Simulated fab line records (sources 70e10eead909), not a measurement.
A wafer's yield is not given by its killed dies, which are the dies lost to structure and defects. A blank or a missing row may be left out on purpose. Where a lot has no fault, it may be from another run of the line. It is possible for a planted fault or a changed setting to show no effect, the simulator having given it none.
Chamber matching -- flow nand-harc -- NHARC_A_WL_FILL_ETCHBACK_26 on rie-si-06: 4 sister chambers
The step etches the open film in HBr, target depth 52 nm, time 13.3 s. 8 wafers are shown with their chamber, then 9 later ones without.

== WAFERS PAIRED WITH THEIR CHAMBERS ==
wafer,chamber,drypump-motor-current-A (A),oes-product-au (a.u.)
L081.1,1,4.7,1.010
L081.5,3,5.4,1.004
L085.3,3,5.5,0.985
L087.3,0,5.3,1.000
L087.4,2,6.2,0.984
L089.1,0,5.3,1.002
L089.2,2,6.1,1.000
L089.6,1,4.8,1.017

== WAFERS WITH NO CHAMBER GIVEN ==
wafer,drypump-motor-current-A (A),oes-product-au (a.u.)
L090.3,4.8,1.011
L090.4,4.8,1.013
L090.5,6.1,0.986
L092.1,6.2,1.000
L092.2,5.3,1.002
L092.6,4.7,1.017
L094.1,5.5,0.998
L094.4,6.2,0.984
L094.6,5.3,1.006

== THE CHAMBER EACH PASSED THROUGH ==
wafer,from the rows above,in truth
L090.3,1,1
L090.4,1,1
L090.5,2,2
L092.1,2,2
L092.2,0,0
L092.6,1,1
L094.1,3,3
L094.4,2,2
L094.6,0,0
Correct placement for 9 of the 9. From these rows, 0 cannot be placed. Placed wrongly: 0.
How it was worked out, from the rows above alone: a wafer's distance from a chamber is the root of the sum, over the readings, of the square of ((its reading less the chamber's mean) divided by the reading's scatter). The wafer belongs to the nearest chamber; if the next one is less than 2 further off, it can't be placed. For every chamber, the mean is computed from those of its wafers that are shown. How the scatter is found: for the shown wafers, subtract from each reading the mean of its chamber, square and add these, divide the total by (wafers less chambers), then take the root.
